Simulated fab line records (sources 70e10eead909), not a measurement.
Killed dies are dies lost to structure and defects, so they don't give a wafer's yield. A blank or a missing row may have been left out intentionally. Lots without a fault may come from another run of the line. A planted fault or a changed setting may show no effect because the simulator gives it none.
Which tool is to blame? / flow nandHarc / Sampling: 23 lots, 69 wafers, 5 of 1302 route steps

== WHAT THE GAUGES READ, wafer by wafer ==
NHARC_A_BLC_INSPECT_28. Usual: 525 for rawDefectCount, sd 120.
lot=L074; measured=day 22 19:40; on=defectInspect-02; rawDefectCount=545 545 482; flag=
lot=L076; measured=day 23 11:11; on=defectInspect-01; rawDefectCount=602 515 596; flag=
lot=L075; measured=day 23 16:17; on=defectInspect-01; rawDefectCount=295 307 246; flag=
lot=L077; measured=day 23 17:01; on=defectInspect-01; rawDefectCount=600 609 580; flag=
lot=L078; measured=day 23 19:11; on=defectInspect-02; rawDefectCount=554 547 584; flag=
lot=L079; measured=day 24 22:48; on=defectInspect-02; rawDefectCount=481 627 483; flag=
lot=L080; measured=day 25 13:30; on=defectInspect-01; rawDefectCount=443 518 536; flag=
lot=L081; measured=day 25 17:41; on=defectInspect-02; rawDefectCount=348 503 399; flag=
lot=L082; measured=day 25 22:56; on=defectInspect-02; rawDefectCount=373 389 458; flag=
lot=L083; measured=day 26 09:22; on=defectInspect-01; rawDefectCount=317 411 303; flag=
lot=L084; measured=day 27 02:06; on=defectInspect-01; rawDefectCount=614 666 578; flag=
lot=L087; measured=day 27 19:33; on=defectInspect-01; rawDefectCount=529 646 525; flag=
lot=L085; measured=day 27 22:29; on=defectInspect-01; rawDefectCount=671 482 434; flag=
lot=L086; measured=day 28 04:49; on=defectInspect-01; rawDefectCount=422 426 469; flag=
lot=L090; measured=day 29 02:49; on=defectInspect-01; rawDefectCount=388 503 498; flag=
lot=L091; measured=day 29 04:01; on=defectInspect-01; rawDefectCount=470 446 480; flag=
lot=L089; measured=day 29 12:19; on=defectInspect-01; rawDefectCount=569 618 556; flag=
lot=L088; measured=day 29 13:06; on=defectInspect-02; rawDefectCount=590 920 642; flag=
lot=L093; measured=day 30 03:58; on=defectInspect-02; rawDefectCount=689 947 604; flag=
lot=L092; measured=day 30 05:05; on=defectInspect-01; rawDefectCount=606 620 512; flag=
lot=L095; measured=day 30 21:53; on=defectInspect-01; rawDefectCount=857 487 621; flag=
lot=L097; measured=day 31 05:26; on=defectInspect-01; rawDefectCount=549 582 506; flag=
lot=L096; measured=day 31 11:32; on=defectInspect-01; rawDefectCount=440 395 374; flag=

NHARC_A_BONDPAD_THK_MEAS_30: measures by ellipsometry. Usual: 199.4 nm for thkNm, sd 1.8.
lot=L074; measured=day 23 04:49; on=filmMetro-02; thkNm (nm)=201.4 199.8 200.2; flag=
lot=L076; measured=day 23 20:31; on=filmMetro-01; thkNm (nm)=202.5 197.2 200.1; flag=
lot=L075; measured=day 24 01:37; on=filmMetro-01; thkNm (nm)=199.6 200.3 196.8; flag=
lot=L077; measured=day 24 02:11; on=filmMetro-02; thkNm (nm)=202.1 202.5 200.1; flag=
lot=L078; measured=day 24 04:22; on=filmMetro-01; thkNm (nm)=202.8 198.1 197.5; flag=
lot=L079; measured=day 25 07:58; on=filmMetro-01; thkNm (nm)=200.4 202.2 202.0; flag=
lot=L080; measured=day 26 04:41; on=filmMetro-01; thkNm (nm)=197.1 196.9 198.1; flag=
lot=L081; measured=day 26 04:30; on=filmMetro-02; thkNm (nm)=200.1 203.4 199.5; flag=
lot=L082; measured=day 26 08:57; on=filmMetro-02; thkNm (nm)=196.7 200.0 200.5; flag=
lot=L083; measured=day 26 18:33; on=filmMetro-02; thkNm (nm)=196.6 201.9 200.6; flag=
lot=L084; measured=day 27 11:55; on=filmMetro-02; thkNm (nm)=197.5 198.7 197.8; flag=
lot=L087; measured=day 28 04:37; on=filmMetro-01; thkNm (nm)=199.2 199.4 199.1; flag=
lot=L085; measured=day 28 07:47; on=filmMetro-02; thkNm (nm)=202.6 202.3 199.0; flag=
lot=L086; measured=day 28 13:37; on=filmMetro-02; thkNm (nm)=200.0 196.9 196.6; flag=
lot=L090; measured=day 29 11:54; on=filmMetro-02; thkNm (nm)=199.1 196.6 198.9; flag=
lot=L091; measured=day 29 12:59; on=filmMetro-02; thkNm (nm)=195.7 200.0 197.2; flag=
lot=L089; measured=day 29 21:36; on=filmMetro-02; thkNm (nm)=200.6 198.5 200.9; flag=
lot=L088; measured=day 29 22:10; on=filmMetro-02; thkNm (nm)=198.5 198.3 197.0; flag=
lot=L093; measured=day 30 13:10; on=filmMetro-02; thkNm (nm)=202.6 198.1 200.4; flag=
lot=L092; measured=day 30 13:57; on=filmMetro-02; thkNm (nm)=200.3 198.8 197.7; flag=
lot=L095; measured=day 31 07:08; on=filmMetro-01; thkNm (nm)=199.4 199.4 198.0; flag=
lot=L097; measured=day 31 14:29; on=filmMetro-02; thkNm (nm)=197.0 200.8 195.4; flag=
lot=L096; measured=day 31 20:41; on=filmMetro-01; thkNm (nm)=198.6 199.7 199.7; flag=

== EACH LOT AND THE TOOL THAT RAN IT (in order: tool; ch and the chambers of the sampled wafers; start) ==
lot=L074; NHARC_A_CONTACT_STRIP_26=rieDiel-08 ch 0,1,2, day 22 19:40 or earlier; NHARC_A_M0_CMP_23=cmp-01 ch 2,3, day 22 22:46; NHARC_A_M1_ETCH_28=rieDiel-01 ch 0,1,3, day 23 04:49 or earlier
lot=L076; NHARC_A_CONTACT_STRIP_26=rieDiel-08 ch 0,1, day 23 11:11 or earlier; NHARC_A_M0_CMP_23=cmp-02 ch 1,2,3, day 23 14:21; NHARC_A_M1_ETCH_28=rieDiel-09 ch 1,2,3, day 23 20:31 or earlier
lot=L075; NHARC_A_CONTACT_STRIP_26=rieDiel-08 ch 0,1,3, day 23 16:17 or earlier; NHARC_A_M0_CMP_23=cmp-03 ch 0,1,2, day 23 19:40; NHARC_A_M1_ETCH_28=rieDiel-12 ch 0,3, day 24 01:37 or earlier
lot=L077; NHARC_A_CONTACT_STRIP_26=rieDiel-08 ch 0,1,3, day 23 17:01 or earlier; NHARC_A_M0_CMP_23=cmp-03 ch 0,3, day 23 20:09; NHARC_A_M1_ETCH_28=rieDiel-12 ch 1,2,3, day 24 02:11 or earlier
lot=L078; NHARC_A_CONTACT_STRIP_26=rieDiel-08 ch 0,1, day 23 19:11 or earlier; NHARC_A_M0_CMP_23=cmp-01 ch 0,1,3, day 23 22:16; NHARC_A_M1_ETCH_28=rieDiel-12 ch 0,1,3, day 24 04:22 or earlier
lot=L079; NHARC_A_CONTACT_STRIP_26=rieDiel-08 ch 1,2,3, day 24 22:48 or earlier; NHARC_A_M0_CMP_23=cmp-03 ch 0,1,2, day 25 01:55; NHARC_A_M1_ETCH_28=rieDiel-12 ch 0,1,2, day 25 07:58 or earlier
lot=L080; NHARC_A_CONTACT_STRIP_26=rieDiel-04 ch 1,3, day 25 13:30 or earlier; NHARC_A_M0_CMP_23=cmp-01 ch 0,1,3, day 25 16:37; NHARC_A_M1_ETCH_28=rieDiel-01 ch 1,2, day 26 04:41 or earlier
lot=L081; NHARC_A_CONTACT_STRIP_26=rieDiel-04 ch 1,3, day 25 17:41 or earlier; NHARC_A_M0_CMP_23=cmp-02 ch 0,3, day 25 21:06; NHARC_A_M1_ETCH_28=rieDiel-09 ch 0,1,2, day 26 04:30 or earlier
lot=L082; NHARC_A_CONTACT_STRIP_26=rieDiel-04 ch 0,1, day 25 22:56 or earlier; NHARC_A_M0_CMP_23=cmp-01 ch 1,3, day 26 02:02; NHARC_A_M1_ETCH_28=rieDiel-12 ch 1,2, day 26 08:57 or earlier
lot=L083; NHARC_A_CONTACT_STRIP_26=rieDiel-04 ch 1,2,3, day 26 09:22 or earlier; NHARC_A_M0_CMP_23=cmp-01 ch 1,2, day 26 12:19; NHARC_A_M1_ETCH_28=rieDiel-09 ch 1,2,3, day 26 18:33 or earlier
lot=L084; NHARC_A_CONTACT_STRIP_26=rieDiel-10 ch 0,1,2, day 27 02:06 or earlier; NHARC_A_M0_CMP_23=cmp-03 ch 1,2, day 27 05:13; NHARC_A_M1_ETCH_28=rieDiel-12 ch 0,1,3, day 27 11:55 or earlier
lot=L087; NHARC_A_CONTACT_STRIP_26=rieDiel-08 ch 0,1,3, day 27 19:33 or earlier; NHARC_A_M0_CMP_23=cmp-01 ch 0,1,2, day 27 22:37; NHARC_A_M1_ETCH_28=rieDiel-09 ch 0,1,3, day 28 04:37 or earlier
lot=L085; NHARC_A_CONTACT_STRIP_26=rieDiel-10 ch 0,1, day 27 22:29 or earlier; NHARC_A_M0_CMP_23=cmp-03 ch 2,3, day 28 01:30; NHARC_A_M1_ETCH_28=rieDiel-01 ch 0,2,3, day 28 07:47 or earlier
lot=L086; NHARC_A_CONTACT_STRIP_26=rieDiel-04 ch 1,2,3, day 28 04:49 or earlier; NHARC_A_M0_CMP_23=cmp-01 ch 0,1,2, day 28 07:46; NHARC_A_M1_ETCH_28=rieDiel-12 ch 0,1,3, day 28 13:37 or earlier
lot=L090; NHARC_A_CONTACT_STRIP_26=rieDiel-10 ch 1,2,3, day 29 02:49 or earlier; NHARC_A_M0_CMP_23=cmp-02 ch 1,3, day 29 05:55; NHARC_A_M1_ETCH_28=rieDiel-01 ch 1,2,3, day 29 11:54 or earlier
lot=L091; NHARC_A_CONTACT_STRIP_26=rieDiel-04 ch 0,1,3, day 29 04:01 or earlier; NHARC_A_M0_CMP_23=cmp-02 ch 1,2,3, day 29 07:07; NHARC_A_M1_ETCH_28=rieDiel-01 ch 1,2,3, day 29 12:59 or earlier
lot=L089; NHARC_A_CONTACT_STRIP_26=rieDiel-10 ch 0,1, day 29 12:19 or earlier; NHARC_A_M0_CMP_23=cmp-02 ch 1,2,3, day 29 15:25; NHARC_A_M1_ETCH_28=rieDiel-09 ch 0,1, day 29 21:36 or earlier
lot=L088; NHARC_A_CONTACT_STRIP_26=rieDiel-04 ch 0,3, day 29 13:06 or earlier; NHARC_A_M0_CMP_23=cmp-01 ch 0,1,3, day 29 16:17; NHARC_A_M1_ETCH_28=rieDiel-01 ch 1,2,3, day 29 22:10 or earlier
lot=L093; NHARC_A_CONTACT_STRIP_26=rieDiel-10 ch 0,1,2, day 30 03:58 or earlier; NHARC_A_M0_CMP_23=cmp-03 ch 0,1,2, day 30 07:03; NHARC_A_M1_ETCH_28=rieDiel-01 ch 1,2,3, day 30 13:10 or earlier
lot=L092; NHARC_A_CONTACT_STRIP_26=rieDiel-04 ch 1,2,3, day 30 05:05 or earlier; NHARC_A_M0_CMP_23=cmp-01 ch 0,2, day 30 08:02; NHARC_A_M1_ETCH_28=rieDiel-09 ch 0,3, day 30 13:57 or earlier
lot=L095; NHARC_A_CONTACT_STRIP_26=rieDiel-10 ch 0,2,3, day 30 21:53 or earlier; NHARC_A_M0_CMP_23=cmp-02 ch 1,3, day 31 01:10; NHARC_A_M1_ETCH_28=rieDiel-09 ch 0,2,3, day 31 07:08 or earlier
lot=L097; NHARC_A_CONTACT_STRIP_26=rieDiel-04 ch 1,3, day 31 05:26 or earlier; NHARC_A_M0_CMP_23=cmp-03 ch 2,3, day 31 08:32; NHARC_A_M1_ETCH_28=rieDiel-12 ch 1,2, day 31 14:29 or earlier
lot=L096; NHARC_A_CONTACT_STRIP_26=rieDiel-10 ch 0,1,3, day 31 11:32 or earlier; NHARC_A_M0_CMP_23=cmp-01 ch 0,2,3, day 31 14:40; NHARC_A_M1_ETCH_28=rieDiel-09 ch 0,3, day 31 20:41 or earlier
- NHARC_A_CONTACT_STRIP_26: strips in O2.
- NHARC_A_M0_CMP_23: polishes, t overpolish 20 s, target thk 113.75 nm.
- NHARC_A_M1_ETCH_28: etches the open film in CF4/N2, target depth 30 nm, time 72.99 s.

== WHAT THE TOOLS THEMSELVES READ (means of the sampled wafers that have a number; where no wafer has one, the mark that the record gives instead) ==
NHARC_A_CONTACT_STRIP_26. Usual: chamberPressureMTorr 60.00 mTorr, standard deviation 0.052; drypumpMotorCurrentA 5.5 A, standard deviation 0.46; oesProductAu 0.996 a.u., standard deviation 0.014; rfVppV 57.9 V, standard deviation 0.89; showerheadPlenumPTorr 3.59 Torr, standard deviation 0.15; throttleValvePct 17.036 %, standard deviation 0.009.
lot=L074; tool=rieDiel-08; chamberPressureMTorr (mTorr)=59.93; drypumpMotorCurrentA (A)=6.0; oesProductAu (a.u.)=1.010; rfVppV (V)=57.7; showerheadPlenumPTorr (Torr)=3.61; throttleValvePct (%)=17.034; flag=
lot=L076; tool=rieDiel-08; chamberPressureMTorr (mTorr)=59.97; drypumpMotorCurrentA (A)=5.7; oesProductAu (a.u.)=1.009; rfVppV (V)=58.7; showerheadPlenumPTorr (Torr)=3.61; throttleValvePct (%)=17.034; flag=
lot=L075; tool=rieDiel-08; chamberPressureMTorr (mTorr)=59.98; drypumpMotorCurrentA (A)=5.5; oesProductAu (a.u.)=1.000; rfVppV (V)=57.7; showerheadPlenumPTorr (Torr)=3.63; throttleValvePct (%)=17.037; flag=
lot=L077; tool=rieDiel-08; chamberPressureMTorr (mTorr)=59.99; drypumpMotorCurrentA (A)=5.6; oesProductAu (a.u.)=1.003; rfVppV (V)=57.2; showerheadPlenumPTorr (Torr)=3.63; throttleValvePct (%)=17.041; flag=
lot=L078; tool=rieDiel-08; chamberPressureMTorr (mTorr)=59.98; drypumpMotorCurrentA (A)=5.9; oesProductAu (a.u.)=1.011; rfVppV (V)=58.1; showerheadPlenumPTorr (Torr)=3.69; throttleValvePct (%)=17.040; flag=
lot=L079; tool=rieDiel-08; chamberPressureMTorr (mTorr)=59.99; drypumpMotorCurrentA (A)=5.6; oesProductAu (a.u.)=1.005; rfVppV (V)=57.7; showerheadPlenumPTorr (Torr)=3.54; throttleValvePct (%)=17.035; flag=
lot=L080; tool=rieDiel-04; chamberPressureMTorr (mTorr)=59.98; drypumpMotorCurrentA (A)=5.2; oesProductAu (a.u.)=0.990; rfVppV (V)=56.7; showerheadPlenumPTorr (Torr)=3.38; throttleValvePct (%)=17.043; flag=
lot=L081; tool=rieDiel-04; chamberPressureMTorr (mTorr)=59.96; drypumpMotorCurrentA (A)=5.3; oesProductAu (a.u.)=0.996; rfVppV (V)=58.2; showerheadPlenumPTorr (Torr)=3.47; throttleValvePct (%)=17.047; flag=
lot=L082; tool=rieDiel-04; chamberPressureMTorr (mTorr)=60.02; drypumpMotorCurrentA (A)=5.8; oesProductAu (a.u.)=1.003; rfVppV (V)=57.4; showerheadPlenumPTorr (Torr)=3.64; throttleValvePct (%)=17.034; flag=
lot=L083; tool=rieDiel-04; chamberPressureMTorr (mTorr)=59.95; drypumpMotorCurrentA (A)=5.6; oesProductAu (a.u.)=0.997; rfVppV (V)=57.3; showerheadPlenumPTorr (Torr)=3.41; throttleValvePct (%)=17.031; flag=
lot=L084; tool=rieDiel-10; chamberPressureMTorr (mTorr)=60.06; drypumpMotorCurrentA (A)=5.2; oesProductAu (a.u.)=0.993; rfVppV (V)=57.4; showerheadPlenumPTorr (Torr)=3.74; throttleValvePct (%)=17.038; flag=
lot=L087; tool=rieDiel-08; chamberPressureMTorr (mTorr)=59.99; drypumpMotorCurrentA (A)=5.6; oesProductAu (a.u.)=1.002; rfVppV (V)=57.4; showerheadPlenumPTorr (Torr)=3.61; throttleValvePct (%)=17.030; flag=
lot=L085; tool=rieDiel-10; chamberPressureMTorr (mTorr)=59.99; drypumpMotorCurrentA (A)=5.2; oesProductAu (a.u.)=0.987; rfVppV (V)=58.8; showerheadPlenumPTorr (Torr)=3.73; throttleValvePct (%)=17.040; flag=
lot=L086; tool=rieDiel-04; chamberPressureMTorr (mTorr)=60.04; drypumpMotorCurrentA (A)=5.6; oesProductAu (a.u.)=0.992; rfVppV (V)=57.7; showerheadPlenumPTorr (Torr)=3.41; throttleValvePct (%)=17.029; flag=
lot=L090; tool=rieDiel-10; chamberPressureMTorr (mTorr)=59.97; drypumpMotorCurrentA (A)=5.5; oesProductAu (a.u.)=0.989; rfVppV (V)=58.7; showerheadPlenumPTorr (Torr)=3.66; throttleValvePct (%)=17.033; flag=
lot=L091; tool=rieDiel-04; chamberPressureMTorr (mTorr)=60.01; drypumpMotorCurrentA (A)=5.5; oesProductAu (a.u.)=0.996; rfVppV (V)=57.9; showerheadPlenumPTorr (Torr)=3.50; throttleValvePct (%)=17.032; flag=
lot=L089; tool=rieDiel-10; chamberPressureMTorr (mTorr)=60.03; drypumpMotorCurrentA (A)=5.3; oesProductAu (a.u.)=0.988; rfVppV (V)=58.1; showerheadPlenumPTorr (Torr)=3.71; throttleValvePct (%)=17.035; flag=
lot=L088; tool=rieDiel-04; chamberPressureMTorr (mTorr)=60.03; drypumpMotorCurrentA (A)=5.7; oesProductAu (a.u.)=0.995; rfVppV (V)=57.6; showerheadPlenumPTorr (Torr)=3.54; throttleValvePct (%)=17.028; flag=
lot=L093; tool=rieDiel-10; chamberPressureMTorr (mTorr)=60.03; drypumpMotorCurrentA (A)=5.2; oesProductAu (a.u.)=0.996; rfVppV (V)=57.6; showerheadPlenumPTorr (Torr)=3.72; throttleValvePct (%)=17.037; flag=
lot=L092; tool=rieDiel-04; chamberPressureMTorr (mTorr)=60.05; drypumpMotorCurrentA (A)=5.6; oesProductAu (a.u.)=0.990; rfVppV (V)=58.4; showerheadPlenumPTorr (Torr)=3.41; throttleValvePct (%)=17.039; flag=
lot=L095; tool=rieDiel-10; chamberPressureMTorr (mTorr)=60.00; drypumpMotorCurrentA (A)=5.3; oesProductAu (a.u.)=0.990; rfVppV (V)=58.2; showerheadPlenumPTorr (Torr)=3.66; throttleValvePct (%)=17.033; flag=
lot=L097; tool=rieDiel-04; chamberPressureMTorr (mTorr)=59.99; drypumpMotorCurrentA (A)=5.2; oesProductAu (a.u.)=0.983; rfVppV (V)=57.0; showerheadPlenumPTorr (Torr)=3.37; throttleValvePct (%)=17.028; flag=
lot=L096; tool=rieDiel-10; chamberPressureMTorr (mTorr)=60.06; drypumpMotorCurrentA (A)=5.4; oesProductAu (a.u.)=0.989; rfVppV (V)=58.5; showerheadPlenumPTorr (Torr)=3.64; throttleValvePct (%)=17.024; flag=

NHARC_A_M0_CMP_23. Usual: motorCurrentA 11.3 A, standard deviation 0.87; retainingRingPressureFrac 1.000, standard deviation 0.005; slurryFilterDpKPa 13.48 kPa, standard deviation 0.14; timeToEndpointS 27 s, standard deviation 3.3.
lot=L074; tool=cmp-01; motorCurrentA (A)=11.7; retainingRingPressureFrac=0.998; slurryFilterDpKPa (kPa)=13.38; timeToEndpointS (s)=23; flag=
lot=L076; tool=cmp-02; motorCurrentA (A)=11.6; retainingRingPressureFrac=0.999; slurryFilterDpKPa (kPa)=13.53; timeToEndpointS (s)=28; flag=
lot=L075; tool=cmp-03; motorCurrentA (A)=11.8; retainingRingPressureFrac=1.001; slurryFilterDpKPa (kPa)=13.46; timeToEndpointS (s)=32; flag=
lot=L077; tool=cmp-03; motorCurrentA (A)=12.2; retainingRingPressureFrac=1.001; slurryFilterDpKPa (kPa)=13.52; timeToEndpointS (s)=32; flag=
lot=L078; tool=cmp-01; motorCurrentA (A)=10.8; retainingRingPressureFrac=1.000; slurryFilterDpKPa (kPa)=13.54; timeToEndpointS (s)=29; flag=
lot=L079; tool=cmp-03; motorCurrentA (A)=11.6; retainingRingPressureFrac=0.998; slurryFilterDpKPa (kPa)=13.40; timeToEndpointS (s)=29; flag=
lot=L080; tool=cmp-01; motorCurrentA (A)=11.2; retainingRingPressureFrac=1.003; slurryFilterDpKPa (kPa)=13.57; timeToEndpointS (s)=25; flag=
lot=L081; tool=cmp-02; motorCurrentA (A)=11.0; retainingRingPressureFrac=0.992; slurryFilterDpKPa (kPa)=13.62; timeToEndpointS (s)=27; flag=
lot=L082; tool=cmp-01; motorCurrentA (A)=11.1; retainingRingPressureFrac=0.999; slurryFilterDpKPa (kPa)=13.54; timeToEndpointS (s)=28; flag=
lot=L083; tool=cmp-01; motorCurrentA (A)=11.2; retainingRingPressureFrac=0.998; slurryFilterDpKPa (kPa)=13.45; timeToEndpointS (s)=27; flag=
lot=L084; tool=cmp-03; motorCurrentA (A)=11.1; retainingRingPressureFrac=0.998; slurryFilterDpKPa (kPa)=13.57; timeToEndpointS (s)=29; flag=
lot=L087; tool=cmp-01; motorCurrentA (A)=11.2; retainingRingPressureFrac=1.003; slurryFilterDpKPa (kPa)=13.58; timeToEndpointS (s)=26; flag=
lot=L085; tool=cmp-03; motorCurrentA (A)=11.4; retainingRingPressureFrac=1.000; slurryFilterDpKPa (kPa)=13.47; timeToEndpointS (s)=26; flag=
lot=L086; tool=cmp-01; motorCurrentA (A)=11.1; retainingRingPressureFrac=1.003; slurryFilterDpKPa (kPa)=13.51; timeToEndpointS (s)=28; flag=
lot=L090; tool=cmp-02; motorCurrentA (A)=10.4; retainingRingPressureFrac=1.001; slurryFilterDpKPa (kPa)=13.39; timeToEndpointS (s)=24; flag=
lot=L091; tool=cmp-02; motorCurrentA (A)=11.5; retainingRingPressureFrac=0.998; slurryFilterDpKPa (kPa)=13.33; timeToEndpointS (s)=26; flag=
lot=L089; tool=cmp-02; motorCurrentA (A)=11.5; retainingRingPressureFrac=1.000; slurryFilterDpKPa (kPa)=13.52; timeToEndpointS (s)=22; flag=
lot=L088; tool=cmp-01; motorCurrentA (A)=10.7; retainingRingPressureFrac=1.004; slurryFilterDpKPa (kPa)=13.60; timeToEndpointS (s)=29; flag=
lot=L093; tool=cmp-03; motorCurrentA (A)=11.5; retainingRingPressureFrac=1.003; slurryFilterDpKPa (kPa)=13.55; timeToEndpointS (s)=26; flag=
lot=L092; tool=cmp-01; motorCurrentA (A)=11.5; retainingRingPressureFrac=0.998; slurryFilterDpKPa (kPa)=13.58; timeToEndpointS (s)=26; flag=
lot=L095; tool=cmp-02; motorCurrentA (A)=11.2; retainingRingPressureFrac=0.991; slurryFilterDpKPa (kPa)=13.53; timeToEndpointS (s)=27; flag=
lot=L097; tool=cmp-03; motorCurrentA (A)=11.8; retainingRingPressureFrac=0.998; slurryFilterDpKPa (kPa)=13.33; timeToEndpointS (s)=26; flag=
lot=L096; tool=cmp-01; motorCurrentA (A)=11.5; retainingRingPressureFrac=0.997; slurryFilterDpKPa (kPa)=13.50; timeToEndpointS (s)=25; flag=

NHARC_A_M1_ETCH_28. Usual: chamberPressureMTorr 29.999 mTorr, standard deviation 0.029; drypumpMotorCurrentA 5.6 A, standard deviation 0.41; oesProductAu 0.997 a.u., standard deviation 0.011; rfVppV 314.6 V, standard deviation 2; showerheadPlenumPTorr 2.65 Torr, standard deviation 0.11; throttleValvePct 19.795 %, standard deviation 0.0084.
lot=L074; tool=rieDiel-01; chamberPressureMTorr (mTorr)=29.982; drypumpMotorCurrentA (A)=5.7; oesProductAu (a.u.)=1.007; rfVppV (V)=313.2; showerheadPlenumPTorr (Torr)=2.59; throttleValvePct (%)=19.793; flag=
lot=L076; tool=rieDiel-09; chamberPressureMTorr (mTorr)=30.017; drypumpMotorCurrentA (A)=6.0; oesProductAu (a.u.)=0.996; rfVppV (V)=313.7; showerheadPlenumPTorr (Torr)=2.62; throttleValvePct (%)=19.794; flag=
lot=L075; tool=rieDiel-12; chamberPressureMTorr (mTorr)=29.996; drypumpMotorCurrentA (A)=5.4; oesProductAu (a.u.)=0.988; rfVppV (V)=315.6; showerheadPlenumPTorr (Torr)=2.72; throttleValvePct (%)=19.800; flag=
lot=L077; tool=rieDiel-12; chamberPressureMTorr (mTorr)=29.997; drypumpMotorCurrentA (A)=5.5; oesProductAu (a.u.)=1.001; rfVppV (V)=315.5; showerheadPlenumPTorr (Torr)=2.75; throttleValvePct (%)=19.800; flag=
lot=L078; tool=rieDiel-12; chamberPressureMTorr (mTorr)=29.969; drypumpMotorCurrentA (A)=5.6; oesProductAu (a.u.)=0.995; rfVppV (V)=316.6; showerheadPlenumPTorr (Torr)=2.75; throttleValvePct (%)=19.785; flag=
lot=L079; tool=rieDiel-12; chamberPressureMTorr (mTorr)=29.993; drypumpMotorCurrentA (A)=5.3; oesProductAu (a.u.)=0.993; rfVppV (V)=316.7; showerheadPlenumPTorr (Torr)=2.74; throttleValvePct (%)=19.787; flag=
lot=L080; tool=rieDiel-01; chamberPressureMTorr (mTorr)=30.022; drypumpMotorCurrentA (A)=5.6; oesProductAu (a.u.)=0.997; rfVppV (V)=315.7; showerheadPlenumPTorr (Torr)=2.74; throttleValvePct (%)=19.798; flag=
lot=L081; tool=rieDiel-09; chamberPressureMTorr (mTorr)=30.043; drypumpMotorCurrentA (A)=5.8; oesProductAu (a.u.)=0.991; rfVppV (V)=312.6; showerheadPlenumPTorr (Torr)=2.54; throttleValvePct (%)=19.795; flag=
lot=L082; tool=rieDiel-12; chamberPressureMTorr (mTorr)=29.989; drypumpMotorCurrentA (A)=5.5; oesProductAu (a.u.)=0.998; rfVppV (V)=316.7; showerheadPlenumPTorr (Torr)=2.77; throttleValvePct (%)=19.798; flag=
lot=L083; tool=rieDiel-09; chamberPressureMTorr (mTorr)=29.998; drypumpMotorCurrentA (A)=6.1; oesProductAu (a.u.)=0.993; rfVppV (V)=312.7; showerheadPlenumPTorr (Torr)=2.62; throttleValvePct (%)=19.790; flag=
lot=L084; tool=rieDiel-12; chamberPressureMTorr (mTorr)=30.014; drypumpMotorCurrentA (A)=5.6; oesProductAu (a.u.)=1.004; rfVppV (V)=316.7; showerheadPlenumPTorr (Torr)=2.75; throttleValvePct (%)=19.796; flag=
lot=L087; tool=rieDiel-09; chamberPressureMTorr (mTorr)=29.995; drypumpMotorCurrentA (A)=5.6; oesProductAu (a.u.)=0.999; rfVppV (V)=313.4; showerheadPlenumPTorr (Torr)=2.62; throttleValvePct (%)=19.793; flag=
lot=L085; tool=rieDiel-01; chamberPressureMTorr (mTorr)=29.977; drypumpMotorCurrentA (A)=5.6; oesProductAu (a.u.)=0.995; rfVppV (V)=313.6; showerheadPlenumPTorr (Torr)=2.57; throttleValvePct (%)=19.802; flag=
lot=L086; tool=rieDiel-12; chamberPressureMTorr (mTorr)=29.976; drypumpMotorCurrentA (A)=5.6; oesProductAu (a.u.)=0.995; rfVppV (V)=317.4; showerheadPlenumPTorr (Torr)=2.75; throttleValvePct (%)=19.785; flag=
lot=L090; tool=rieDiel-01; chamberPressureMTorr (mTorr)=30.007; drypumpMotorCurrentA (A)=5.7; oesProductAu (a.u.)=0.987; rfVppV (V)=315.3; showerheadPlenumPTorr (Torr)=2.65; throttleValvePct (%)=19.791; flag=
lot=L091; tool=rieDiel-01; chamberPressureMTorr (mTorr)=29.978; drypumpMotorCurrentA (A)=5.7; oesProductAu (a.u.)=0.996; rfVppV (V)=314.8; showerheadPlenumPTorr (Torr)=2.65; throttleValvePct (%)=19.796; flag=
lot=L089; tool=rieDiel-09; chamberPressureMTorr (mTorr)=30.010; drypumpMotorCurrentA (A)=5.3; oesProductAu (a.u.)=1.004; rfVppV (V)=312.5; showerheadPlenumPTorr (Torr)=2.55; throttleValvePct (%)=19.790; flag=
lot=L088; tool=rieDiel-01; chamberPressureMTorr (mTorr)=29.990; drypumpMotorCurrentA (A)=5.7; oesProductAu (a.u.)=0.998; rfVppV (V)=314.7; showerheadPlenumPTorr (Torr)=2.65; throttleValvePct (%)=19.795; flag=
lot=L093; tool=rieDiel-01; chamberPressureMTorr (mTorr)=30.018; drypumpMotorCurrentA (A)=5.7; oesProductAu (a.u.)=0.992; rfVppV (V)=313.9; showerheadPlenumPTorr (Torr)=2.65; throttleValvePct (%)=19.797; flag=
lot=L092; tool=rieDiel-09; chamberPressureMTorr (mTorr)=30.010; drypumpMotorCurrentA (A)=5.3; oesProductAu (a.u.)=1.001; rfVppV (V)=313.6; showerheadPlenumPTorr (Torr)=2.59; throttleValvePct (%)=19.791; flag=
lot=L095; tool=rieDiel-09; chamberPressureMTorr (mTorr)=30.007; drypumpMotorCurrentA (A)=5.7; oesProductAu (a.u.)=0.992; rfVppV (V)=313.5; showerheadPlenumPTorr (Torr)=2.59; throttleValvePct (%)=19.794; flag=
lot=L097; tool=rieDiel-12; chamberPressureMTorr (mTorr)=29.988; drypumpMotorCurrentA (A)=5.2; oesProductAu (a.u.)=1.011; rfVppV (V)=316.4; showerheadPlenumPTorr (Torr)=2.74; throttleValvePct (%)=19.799; flag=
lot=L096; tool=rieDiel-09; chamberPressureMTorr (mTorr)=29.989; drypumpMotorCurrentA (A)=5.2; oesProductAu (a.u.)=0.990; rfVppV (V)=313.9; showerheadPlenumPTorr (Torr)=2.59; throttleValvePct (%)=19.793; flag=

== THE ANSWER, worked out from the rows above alone ==
Rule: a lot is off if the mean of its wafers that have a number lies more than 3 standard deviations from the usual mean. Also off: a lot with no number at a reading for which 4 or more lots have one. Any other lot the step has rows for is counted as sound. Order of review: gauges by route order, followed by the tools' own readings, for which a lot's mean as printed above is used. The first step at which some lot is off is used, and at that step the reading that is off furthest; a lot without a number counts as furthest.
Nothing can be told from this: no lot is off at any reading shown.

== WHAT HAD BEEN PUT IN BY THE SIMULATOR ==
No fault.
